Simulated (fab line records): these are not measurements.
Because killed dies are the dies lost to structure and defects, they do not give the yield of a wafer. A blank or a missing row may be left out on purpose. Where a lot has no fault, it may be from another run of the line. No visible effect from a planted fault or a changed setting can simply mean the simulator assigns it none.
Matching of chambers / flow n5Finfet / N5_BEOL_M5_ETCH_61 on rieDiel-01 has 4 sister chambers
The step etches SiARC in CF4, target depth 15.6 nm, time 26 s. 16 wafers are shown with their chamber, then 8 later ones without.

== EACH WAFER AND ITS CHAMBER ==
wafer=L077.1; chamber=0; drypumpMotorCurrentA (A)=5.8; showerheadPlenumPTorr (Torr)=2.27; throttleValvePct (%)=15.32
wafer=L077.3; chamber=2; drypumpMotorCurrentA (A)=6.6; showerheadPlenumPTorr (Torr)=2.10; throttleValvePct (%)=15.48
wafer=L077.6; chamber=3; drypumpMotorCurrentA (A)=6.2; showerheadPlenumPTorr (Torr)=2.07; throttleValvePct (%)=15.44
wafer=L085.1; chamber=2; drypumpMotorCurrentA (A)=6.6; showerheadPlenumPTorr (Torr)=2.10; throttleValvePct (%)=15.50
wafer=L085.2; chamber=0; drypumpMotorCurrentA (A)=5.9; showerheadPlenumPTorr (Torr)=2.26; throttleValvePct (%)=15.35
wafer=L085.3; chamber=3; drypumpMotorCurrentA (A)=6.2; showerheadPlenumPTorr (Torr)=2.06; throttleValvePct (%)=15.47
wafer=L085.4; chamber=1; drypumpMotorCurrentA (A)=4.7; showerheadPlenumPTorr (Torr)=2.19; throttleValvePct (%)=15.51
wafer=L085.5; chamber=1; drypumpMotorCurrentA (A)=4.7; showerheadPlenumPTorr (Torr)=2.19; throttleValvePct (%)=15.53
wafer=L085.6; chamber=2; drypumpMotorCurrentA (A)=6.6; showerheadPlenumPTorr (Torr)=2.10; throttleValvePct (%)=15.51
wafer=L091.2; chamber=2; drypumpMotorCurrentA (A)=6.5; showerheadPlenumPTorr (Torr)=2.10; throttleValvePct (%)=15.53
wafer=L091.4; chamber=3; drypumpMotorCurrentA (A)=6.2; showerheadPlenumPTorr (Torr)=2.06; throttleValvePct (%)=15.48
wafer=L091.6; chamber=2; drypumpMotorCurrentA (A)=6.6; showerheadPlenumPTorr (Torr)=2.10; throttleValvePct (%)=15.52
wafer=L095.2; chamber=2; drypumpMotorCurrentA (A)=6.5; showerheadPlenumPTorr (Torr)=2.09; throttleValvePct (%)=15.54
wafer=L095.3; chamber=3; drypumpMotorCurrentA (A)=6.2; showerheadPlenumPTorr (Torr)=2.06; throttleValvePct (%)=15.48
wafer=L095.4; chamber=1; drypumpMotorCurrentA (A)=4.7; showerheadPlenumPTorr (Torr)=2.18; throttleValvePct (%)=15.54
wafer=L096.1; chamber=3; drypumpMotorCurrentA (A)=6.2; showerheadPlenumPTorr (Torr)=2.06; throttleValvePct (%)=15.49

SIGNATURES (averages over the wafers above)
reading=drypumpMotorCurrentA; chamber 0=5.850; chamber 1=4.700; chamber 2=6.567; chamber 3=6.200; scatter within a chamber=0.0391
reading=showerheadPlenumPTorr; chamber 0=2.2650; chamber 1=2.1867; chamber 2=2.0983; chamber 3=2.0620; scatter within a chamber=0.00483
reading=throttleValvePct; chamber 0=15.3350; chamber 1=15.5267; chamber 2=15.5133; chamber 3=15.4720; scatter within a chamber=0.0199
Rule: a wafer lies at a distance from a chamber equal to the root of the sum of squares, over the readings, of (its reading less the chamber's mean, divided by the reading's scatter). If the next closest chamber is less than 2 further off than the closest, the wafer can't be placed; otherwise it belongs to the closest. The scatter: take each reading less its chamber's mean, square it, sum over the shown wafers, divide by the number of wafers less the number of chambers, and take the root.

== WAFERS MISSING THEIR CHAMBER ==
wafer=L096.2; drypumpMotorCurrentA (A)=4.7; showerheadPlenumPTorr (Torr)=2.18; throttleValvePct (%)=15.55
wafer=L096.3; drypumpMotorCurrentA (A)=6.6; showerheadPlenumPTorr (Torr)=2.09; throttleValvePct (%)=15.53
wafer=L096.4; drypumpMotorCurrentA (A)=5.9; showerheadPlenumPTorr (Torr)=2.25; throttleValvePct (%)=15.40
wafer=L096.5; drypumpMotorCurrentA (A)=4.7; showerheadPlenumPTorr (Torr)=2.18; throttleValvePct (%)=15.54
wafer=L096.6; drypumpMotorCurrentA (A)=6.6; showerheadPlenumPTorr (Torr)=2.09; throttleValvePct (%)=15.54
wafer=L097.2; drypumpMotorCurrentA (A)=6.2; showerheadPlenumPTorr (Torr)=2.06; throttleValvePct (%)=15.49
wafer=L097.3; drypumpMotorCurrentA (A)=6.6; showerheadPlenumPTorr (Torr)=2.09; throttleValvePct (%)=15.55
wafer=L097.4; drypumpMotorCurrentA (A)=5.9; showerheadPlenumPTorr (Torr)=2.25; throttleValvePct (%)=15.40

== CHAMBER TAKEN BY EACH ==
wafer=L096.2; from the rows above=1; in truth=1
wafer=L096.3; from the rows above=2; in truth=2
wafer=L096.4; from the rows above=0; in truth=0
wafer=L096.5; from the rows above=1; in truth=1
wafer=L096.6; from the rows above=2; in truth=2
wafer=L097.2; from the rows above=3; in truth=3
wafer=L097.3; from the rows above=2; in truth=2
wafer=L097.4; from the rows above=0; in truth=0
Placed correctly: 8 of 8. Can't be placed from these rows: 0. Wrongly placed: 0.
